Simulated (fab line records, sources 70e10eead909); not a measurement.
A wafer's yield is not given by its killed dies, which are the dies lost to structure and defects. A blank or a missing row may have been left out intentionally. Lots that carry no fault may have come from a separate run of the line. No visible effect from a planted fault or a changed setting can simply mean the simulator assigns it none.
Matching of chambers | flow nandHarc | 4 sister chambers for NHARC_A_CONTACT_ETCH_106 on rieDiel-02
The step etches the open film in CF4/O2, target depth 90 nm, overetch 9 nm, time 49.5 s. 36 wafers are shown with their chamber, then 12 later ones without.

## WAFERS PAIRED WITH THEIR CHAMBERS
wafer  | chamber | showerheadPlenumPTorr (Torr) | rfVppV (V) | oesProductAu (a.u.)
L075.1 | 1       | 1.33                         | 196.6      | 1.009
L075.2 | 0       | 1.38                         | 198.7      | 0.990
L075.6 | 0       | 1.38                         | 198.1      | 0.989
L074.1 | 0       | 1.37                         | 199.0      | 0.999
L074.2 | 2       | 1.28                         | 195.8      | 1.014
L074.6 | 1       | 1.33                         | 197.5      | 1.000
L076.1 | 1       | 1.33                         | 197.2      | 1.011
L076.2 | 3       | 1.40                         | 199.4      | 1.016
L076.6 | 1       | 1.33                         | 198.5      | 1.010
L076.3 | 0       | 1.37                         | 197.5      | 0.991
L076.4 | 2       | 1.28                         | 198.0      | 1.006
L076.5 | 2       | 1.28                         | 195.8      | 1.007
L077.1 | 3       | 1.40                         | 199.8      | 1.022
L077.2 | 2       | 1.28                         | 197.4      | 0.998
L077.4 | 0       | 1.37                         | 198.5      | 0.991
L078.2 | 2       | 1.28                         | 197.0      | 0.999
L078.5 | 1       | 1.33                         | 197.4      | 1.006
L078.6 | 2       | 1.28                         | 195.6      | 0.995
L084.2 | 2       | 1.27                         | 198.0      | 0.976
L084.5 | 0       | 1.37                         | 199.2      | 0.974
L084.6 | 1       | 1.33                         | 196.7      | 1.007
L086.2 | 3       | 1.39                         | 198.1      | 0.996
L086.4 | 0       | 1.37                         | 198.1      | 0.974
L086.5 | 2       | 1.27                         | 197.2      | 0.971
L087.1 | 3       | 1.39                         | 200.2      | 1.001
L087.2 | 0       | 1.37                         | 198.9      | 0.975
L087.5 | 1       | 1.33                         | 197.0      | 1.013
L092.1 | 1       | 1.32                         | 196.6      | 1.011
L092.3 | 3       | 1.39                         | 199.5      | 0.999
L092.5 | 2       | 1.27                         | 197.0      | 0.985
L093.1 | 3       | 1.39                         | 199.8      | 1.008
L093.2 | 2       | 1.27                         | 198.0      | 0.980
L093.3 | 1       | 1.32                         | 197.1      | 1.020
L093.4 | 0       | 1.37                         | 198.3      | 0.978
L093.5 | 1       | 1.32                         | 197.1      | 1.022
L093.6 | 2       | 1.27                         | 196.0      | 0.986

SIGNATURES, as means of the wafers listed above
reading               | chamber 0 | chamber 1 | chamber 2 | chamber 3 | scatter within a chamber
showerheadPlenumPTorr | 1.3722    | 1.3270    | 1.2755    | 1.3933    | 0.00491
rfVppV                | 198.478   | 197.170   | 196.891   | 199.467   | 0.722
oesProductAu          | 0.98456   | 1.01090   | 0.99245   | 1.00700   | 0.0105
Rule: distance of a wafer from a chamber = root of the sum over the readings of ((wafer's reading minus chamber's mean) / reading's scatter) squared. If the next closest chamber is less than 2 further off than the closest, the wafer can't be placed; otherwise it belongs to the closest. The scatter: the root of (the sum of the squares of (reading less its chamber's mean) over the shown wafers, divided by (wafers less chambers)).

## WAFERS WITHOUT THEIR CHAMBER
wafer  | showerheadPlenumPTorr (Torr) | rfVppV (V) | oesProductAu (a.u.)
L096.1 | 1.37                         | 197.6      | 0.990
L096.4 | 1.32                         | 197.2      | 1.011
L096.6 | 1.37                         | 198.9      | 0.988
L097.2 | 1.27                         | 196.0      | 0.984
L097.3 | 1.37                         | 199.5      | 0.982
L097.4 | 1.32                         | 197.0      | 0.995
L095.1 | 1.27                         | 197.2      | 0.986
L095.4 | 1.37                         | 198.0      | 0.980
L095.6 | 1.39                         | 200.5      | 0.993
L095.2 | 1.39                         | 199.0      | 1.000
L095.3 | 1.32                         | 197.8      | 1.000
L095.5 | 1.27                         | 196.9      | 0.979

## EACH ONE'S CHAMBER
wafer  | from the rows above | in truth
L096.1 | 0                   | 0
L096.4 | 1                   | 1
L096.6 | 0                   | 0
L097.2 | 2                   | 2
L097.3 | 0                   | 0
L097.4 | 1                   | 1
L095.1 | 2                   | 2
L095.4 | 0                   | 0
L095.6 | 3                   | 3
L095.2 | 3                   | 3
L095.3 | 1                   | 1
L095.5 | 2                   | 2
Placed correctly: 12 of 12. Number that these rows cannot place: 0. Number placed wrongly: 0.
